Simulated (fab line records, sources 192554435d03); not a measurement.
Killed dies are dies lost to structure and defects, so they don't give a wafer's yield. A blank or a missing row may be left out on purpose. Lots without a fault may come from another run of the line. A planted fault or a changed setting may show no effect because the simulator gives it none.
Chamber matching | flow n5_finfet | N5_BEOL_M1_VIA_ETCH_34 on rie_diel-06: 4 sister chambers
The step etches the open film in C4F6/O2, target depth 67.8 nm, time 64.4 s. 4 wafers are shown with their chamber, then 8 later ones without.

WAFERS WITH THEIR CHAMBER
wafer  | chamber | showerhead_plenum_p_Torr (Torr)
L077.3 | 0       | 2.92
L079.4 | 1       | 2.73
L079.5 | 3       | 2.96
L086.1 | 2       | 2.93

WAFERS WITHOUT THEIR CHAMBER
wafer  | showerhead_plenum_p_Torr (Torr)
L086.3 | 2.73
L086.5 | 2.91
L085.3 | 2.73
L085.4 | 2.95
L085.6 | 2.93
L088.1 | 2.95
L088.2 | 2.72
L088.4 | 2.93

WHICH CHAMBER EACH WENT THROUGH
wafer  | from the rows above     | in truth
L086.3 | 1                       | 1
L086.5 | can't be placed: 0 or 2 | 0
L085.3 | 1                       | 1
L085.4 | can't be placed: 3 or 2 | 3
L085.6 | can't be placed: 2 or 0 | 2
L088.1 | can't be placed: 3 or 2 | 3
L088.2 | 1                       | 1
L088.4 | can't be placed: 2 or 0 | 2
Placed correctly: 3 of 8. Can't be placed from these rows: 5 (the true chamber is among the candidates in 5). Placed wrongly: 0.
How it was worked out, from the rows above alone: a wafer's distance from a chamber is the root of the sum, over the readings, of the square of ((its reading less the chamber's mean) divided by the reading's scatter). The wafer belongs to the nearest chamber; if the next one is less than 2 further off, it can't be placed. A chamber's mean is the mean of its shown wafers. The scatter: with one shown wafer a chamber, the root of the mean of the squares of how far each hidden wafer lies from its nearest shown one.
